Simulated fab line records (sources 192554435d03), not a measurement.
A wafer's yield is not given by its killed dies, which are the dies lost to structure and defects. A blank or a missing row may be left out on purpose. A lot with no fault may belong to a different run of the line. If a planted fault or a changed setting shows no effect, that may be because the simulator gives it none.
Chamber matching || flow n5_finfet || 3 sister chambers for N5_BEOL_M10_CURE_72 on uv_cure-01
The step cures SiCOH lowk, time 120 s. 6 wafers are shown with their chamber, then 10 later ones without.

## WAFERS PAIRED WITH THEIR CHAMBERS
{"wafer": "L076.4", "chamber": 1, "wafer_temp_C_max": 373.9, "lamp_power_pct (%)": 52.38}
{"wafer": "L076.5", "chamber": 1, "wafer_temp_C_max": 372.9, "lamp_power_pct (%)": 52.34}
{"wafer": "L079.5", "chamber": 2, "wafer_temp_C_max": 371.0, "lamp_power_pct (%)": 52.31}
{"wafer": "L079.6", "chamber": 2, "wafer_temp_C_max": 370.8, "lamp_power_pct (%)": 52.30}
{"wafer": "L086.3", "chamber": 0, "wafer_temp_C_max": 371.2, "lamp_power_pct (%)": 52.29}
{"wafer": "L086.4", "chamber": 0, "wafer_temp_C_max": 371.1, "lamp_power_pct (%)": 52.31}

## WAFERS WHOSE CHAMBER IS MISSING
{"wafer": "L086.5", "wafer_temp_C_max": 371.5, "lamp_power_pct (%)": 52.33}
{"wafer": "L089.4", "wafer_temp_C_max": 370.7, "lamp_power_pct (%)": 52.43}
{"wafer": "L089.5", "wafer_temp_C_max": 371.2, "lamp_power_pct (%)": 52.39}
{"wafer": "L089.6", "wafer_temp_C_max": 370.9, "lamp_power_pct (%)": 52.25}
{"wafer": "L090.2", "wafer_temp_C_max": 370.9, "lamp_power_pct (%)": 52.28}
{"wafer": "L090.3", "wafer_temp_C_max": 371.0, "lamp_power_pct (%)": 52.29}
{"wafer": "L090.6", "wafer_temp_C_max": 371.1, "lamp_power_pct (%)": 52.21}
{"wafer": "L095.1", "wafer_temp_C_max": 370.5, "lamp_power_pct (%)": 52.36}
{"wafer": "L095.3", "wafer_temp_C_max": 370.9, "lamp_power_pct (%)": 52.27}
{"wafer": "L095.5", "wafer_temp_C_max": 370.6, "lamp_power_pct (%)": 52.32}

## WHICH CHAMBER EACH ONE RAN IN
{"wafer": "L086.5", "from the rows above": "can't be placed: 0 or 2", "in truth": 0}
{"wafer": "L089.4", "from the rows above": "can't be placed: 2 or 0 or 1", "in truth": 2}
{"wafer": "L089.5", "from the rows above": "can't be placed: 2 or 0 or 1", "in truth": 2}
{"wafer": "L089.6", "from the rows above": "can't be placed: 0 or 2", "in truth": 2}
{"wafer": "L090.2", "from the rows above": "can't be placed: 0 or 2", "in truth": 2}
{"wafer": "L090.3", "from the rows above": "can't be placed: 0 or 2", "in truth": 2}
{"wafer": "L090.6", "from the rows above": "can't be placed: 0 or 2", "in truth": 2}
{"wafer": "L095.1", "from the rows above": "can't be placed: 2 or 0", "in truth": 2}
{"wafer": "L095.3", "from the rows above": "can't be placed: 0 or 2", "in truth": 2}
{"wafer": "L095.5", "from the rows above": "can't be placed: 2 or 0", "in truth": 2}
0 of 10 placed correctly. Not placeable from these rows: 10 (in 10, the candidates include the true chamber). 0 placed wrongly.
How it was worked out, from the rows above alone: a wafer's distance from a chamber is the root of the sum, over the readings, of the square of ((its reading less the chamber's mean) divided by the reading's scatter). The wafer belongs to the nearest chamber; if the next one is less than 2 further off, it can't be placed. For every chamber, the mean is computed from those of its wafers that are shown. How the scatter is found: for the shown wafers, subtract from each reading the mean of its chamber, square and add these, divide the total by (wafers less chambers), then take the root.
